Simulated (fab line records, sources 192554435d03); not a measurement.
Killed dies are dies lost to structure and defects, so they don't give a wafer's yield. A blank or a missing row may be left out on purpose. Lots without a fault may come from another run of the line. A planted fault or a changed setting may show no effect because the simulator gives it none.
Split-lot experiment | flow n5_finfet | 7 lots, 39 wafers read, on a route of 1938 steps

THE SPLIT
At N5_MOL_CONTACT_COAG_SPUTTER_130 (material Co, target thk 47.5 nm), the setting target_thk_a was moved away from the recipe's 475 angstrom on 15 of the 39 wafers read, by -11.5% to +10.8%. The other wafers ran this setting at the recipe's value.

The reading is taken at the split's own step.

THE READING
Co_of_MOL_CONTACT_COAG_SPUTTER_130.thk_nm (the simulator's own value, which no gauge read), in nm, at N5_MOL_CONTACT_COAG_SPUTTER_130 (material Co, target thk 47.5 nm). The file gives no usual value for it. The 24 wafers here that ran the recipe average 47.4 nm, standard deviation 0.38 nm.

wafer  | tool, chamber at the split | target_thk_a as run, angstrom | against the recipe | Co_of_MOL_CONTACT_COAG_SPUTTER_130.thk_nm, nm | against lot-mates on the recipe
L074.1 | pvd_sputter-01, -          | 475                           | recipe             | 47.8                                          | -
L074.2 | pvd_sputter-01, -          | 475                           | recipe             | 48                                            | -
L074.5 | pvd_sputter-01, -          | 475                           | recipe             | 48                                            | -
L074.3 | pvd_sputter-01, -          | 507.5                         | +6.8%              | 50.8                                          | +2.9
L074.4 | pvd_sputter-01, -          | 507.5                         | +6.8%              | 51                                            | +3.1
L074.6 | pvd_sputter-01, -          | 507.5                         | +6.8%              | 51                                            | +3.1
L076.1 | pvd_sputter-03, -          | 475                           | recipe             | 47.2                                          | -
L076.2 | pvd_sputter-03, -          | 514.5                         | +8.3%              | 51.2                                          | +4.3
L076.5 | pvd_sputter-03, -          | 514.5                         | +8.3%              | 51.2                                          | +4.3
L076.3 | pvd_sputter-03, -          | 475                           | recipe             | 46.8                                          | -
L076.6 | pvd_sputter-03, -          | 475                           | recipe             | 46.8                                          | -
L076.4 | pvd_sputter-03, -          | 514.5                         | +8.3%              | 51.8                                          | +4.9
L078.1 | pvd_sputter-03, -          | 475                           | recipe             | 47.8                                          | -
L078.3 | pvd_sputter-03, -          | 475                           | recipe             | 47.6                                          | -
L078.4 | pvd_sputter-03, -          | 475                           | recipe             | 47.4                                          | -
L080.1 | pvd_sputter-01, -          | 475                           | recipe             | 47                                            | -
L080.2 | pvd_sputter-01, -          | 475                           | recipe             | 47.6                                          | -
L080.3 | pvd_sputter-01, -          | 475                           | recipe             | 47.2                                          | -
L080.6 | pvd_sputter-01, -          | 475                           | recipe             | 47.2                                          | -
L080.4 | pvd_sputter-01, -          | 475                           | recipe             | 47.4                                          | -
L080.5 | pvd_sputter-01, -          | 475                           | recipe             | 47.4                                          | -
L086.1 | pvd_sputter-02, -          | 475                           | recipe             | 46.4                                          | -
L086.2 | pvd_sputter-02, -          | 475                           | recipe             | 47.6                                          | -
L086.3 | pvd_sputter-02, -          | 420.2                         | -11.5%             | 42.2                                          | -4.9
L086.4 | pvd_sputter-02, -          | 420.2                         | -11.5%             | 42.2                                          | -4.9
L086.5 | pvd_sputter-02, -          | 420.2                         | -11.5%             | 42                                            | -5.1
L086.6 | pvd_sputter-02, -          | 475                           | recipe             | 47.4                                          | -
L093.1 | pvd_sputter-02, -          | 475                           | recipe             | 47.4                                          | -
L093.2 | pvd_sputter-02, -          | 475                           | recipe             | 47.2                                          | -
L093.3 | pvd_sputter-02, -          | 475                           | recipe             | 47.2                                          | -
L093.4 | pvd_sputter-02, -          | 526.2                         | +10.8%             | 52                                            | +4.7
L093.5 | pvd_sputter-02, -          | 526.2                         | +10.8%             | 52.4                                          | +5.1
L093.6 | pvd_sputter-02, -          | 526.2                         | +10.8%             | 52.6                                          | +5.3
L094.1 | pvd_sputter-02, -          | 456.7                         | -3.9%              | 46.2                                          | -1.3
L094.2 | pvd_sputter-02, -          | 456.7                         | -3.9%              | 46.2                                          | -1.3
L094.3 | pvd_sputter-02, -          | 475                           | recipe             | 47.2                                          | -
L094.4 | pvd_sputter-02, -          | 475                           | recipe             | 47.6                                          | -
L094.5 | pvd_sputter-02, -          | 475                           | recipe             | 47.8                                          | -
L094.6 | pvd_sputter-02, -          | 456.7                         | -3.9%              | 45.2                                          | -2.3

THE FIT
A straight line over all 39 wafers: Co_of_MOL_CONTACT_COAG_SPUTTER_130.thk_nm changes by +0.465 nm for each +1% of target_thk_a; r = +0.99; the points scatter about the line by 0.38 nm.
The same after taking each lot's own level away (the mean of its wafers on the recipe; 39 wafers): +0.462 nm for each +1%; r = +0.99; scatter 0.33 nm.
On that fit, the largest move of target_thk_a shifts the reading by 5.3 nm.
The lots' own levels span 46.93 to 47.93 nm, that is 2.6 times the standard deviation above.
So the lot-to-lot level changes the slope little: the two slopes agree.
Check: with one of the wafers moved furthest among these (-11.5%) left out of the fit, the line predicts -5.31 nm for it against its lot-mates. It came out at -4.93 nm against them.

OTHER SPLITS ON THESE WAFERS
These wafers also went through other splits before the reading. Each is held against what the fit with the lots' levels taken away leaves over:
other split on the same wafers | wafers away from the commonest value | r with Co_of_MOL_CONTACT_COAG_SPUTTER_130.thk_nm (lot level and that fit taken away)
N5_FIN_CUT_ETCH_21 bias_w      | 12                                   | -0.07
N5_SD_EPI_N_EXPOSE_06 dose_mj  | 15                                   | -0.28
N5_SD_EPI_N_ETCH_35 time_s     | 15                                   | -0.06
N5_HKMG_FIN_ETCH_35 bias_w     | 12                                   | +0.22

THE FILE'S OWN FIT
Co_of_MOL_CONTACT_COAG_SPUTTER_130.thk_nm changes by +0.464 nm for each +1% of target_thk_a, r = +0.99.
